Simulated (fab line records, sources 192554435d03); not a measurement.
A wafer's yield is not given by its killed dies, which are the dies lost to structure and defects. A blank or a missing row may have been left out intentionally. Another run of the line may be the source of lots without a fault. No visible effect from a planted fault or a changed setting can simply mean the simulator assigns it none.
Chamber matching / flow n5-finfet / N5_FIN_SAQP_PECVD_06 on pecvd-03: 3 sister chambers
The step deposits a-Si from SiH4/He, target thk 60 nm, time 48.1 s. 14 wafers are shown with their chamber, then 7 later ones without.

## WAFERS PAIRED WITH THEIR CHAMBERS
wafer=L075.2; chamber=1; throttle-valve-pct (%)=17.7; showerhead-plenum-p-Torr (Torr)=5.66; heater-power-w (W)=821
wafer=L075.4; chamber=1; throttle-valve-pct (%)=17.7; showerhead-plenum-p-Torr (Torr)=5.67; heater-power-w (W)=805
wafer=L075.5; chamber=0; throttle-valve-pct (%)=18.1; showerhead-plenum-p-Torr (Torr)=5.65; heater-power-w (W)=827
wafer=L076.2; chamber=2; throttle-valve-pct (%)=17.1; showerhead-plenum-p-Torr (Torr)=5.62; heater-power-w (W)=784
wafer=L076.3; chamber=1; throttle-valve-pct (%)=17.7; showerhead-plenum-p-Torr (Torr)=5.65; heater-power-w (W)=825
wafer=L076.5; chamber=0; throttle-valve-pct (%)=18.1; showerhead-plenum-p-Torr (Torr)=5.65; heater-power-w (W)=809
wafer=L077.1; chamber=1; throttle-valve-pct (%)=17.6; showerhead-plenum-p-Torr (Torr)=5.66; heater-power-w (W)=805
wafer=L077.2; chamber=2; throttle-valve-pct (%)=17.1; showerhead-plenum-p-Torr (Torr)=5.61; heater-power-w (W)=873
wafer=L077.4; chamber=1; throttle-valve-pct (%)=17.6; showerhead-plenum-p-Torr (Torr)=5.64; heater-power-w (W)=818
wafer=L085.2; chamber=1; throttle-valve-pct (%)=17.6; showerhead-plenum-p-Torr (Torr)=5.66; heater-power-w (W)=838
wafer=L085.4; chamber=2; throttle-valve-pct (%)=17.1; showerhead-plenum-p-Torr (Torr)=5.63; heater-power-w (W)=774
wafer=L085.6; chamber=0; throttle-valve-pct (%)=18.4; showerhead-plenum-p-Torr (Torr)=5.65; heater-power-w (W)=773
wafer=L090.1; chamber=0; throttle-valve-pct (%)=18.5; showerhead-plenum-p-Torr (Torr)=5.64; heater-power-w (W)=818
wafer=L090.5; chamber=0; throttle-valve-pct (%)=18.5; showerhead-plenum-p-Torr (Torr)=5.65; heater-power-w (W)=839

SIGNATURES, as means of the wafers listed above
reading=throttle-valve-pct; chamber 0=18.320; chamber 1=17.650; chamber 2=17.100; scatter within a chamber=0.129
reading=showerhead-plenum-p-Torr; chamber 0=5.6480; chamber 1=5.6567; chamber 2=5.6200; scatter within a chamber=0.0086
reading=heater-power-w; chamber 0=813.20; chamber 1=818.67; chamber 2=810.33; scatter within a chamber=29
Rule: for each reading, subtract the chamber's mean from the wafer's reading, divide by that reading's scatter and square the result; add these up over the readings and take the root, which gives the wafer's distance from the chamber. If the next closest chamber is less than 2 further off than the closest, the wafer can't be placed; otherwise it belongs to the closest. How the scatter is found: for the shown wafers, subtract from each reading the mean of its chamber, square and add these, divide the total by (wafers less chambers), then take the root.

## WAFERS MISSING THEIR CHAMBER
wafer=L090.6; throttle-valve-pct (%)=17.5; showerhead-plenum-p-Torr (Torr)=5.65; heater-power-w (W)=835
wafer=L091.1; throttle-valve-pct (%)=18.8; showerhead-plenum-p-Torr (Torr)=5.65; heater-power-w (W)=806
wafer=L091.2; throttle-valve-pct (%)=17.7; showerhead-plenum-p-Torr (Torr)=5.66; heater-power-w (W)=753
wafer=L091.4; throttle-valve-pct (%)=17.2; showerhead-plenum-p-Torr (Torr)=5.61; heater-power-w (W)=892
wafer=L096.1; throttle-valve-pct (%)=18.6; showerhead-plenum-p-Torr (Torr)=5.65; heater-power-w (W)=835
wafer=L096.3; throttle-valve-pct (%)=17.2; showerhead-plenum-p-Torr (Torr)=5.62; heater-power-w (W)=887
wafer=L096.4; throttle-valve-pct (%)=17.5; showerhead-plenum-p-Torr (Torr)=5.66; heater-power-w (W)=813

## WHICH CHAMBER EACH ONE RAN IN
wafer=L090.6; from the rows above=1; in truth=1
wafer=L091.1; from the rows above=0; in truth=0
wafer=L091.2; from the rows above=1; in truth=1
wafer=L091.4; from the rows above=2; in truth=2
wafer=L096.1; from the rows above=0; in truth=0
wafer=L096.3; from the rows above=2; in truth=2
wafer=L096.4; from the rows above=1; in truth=1
Correct placement for 7 of the 7. Not placeable from these rows: 0. Placed wrongly: 0.
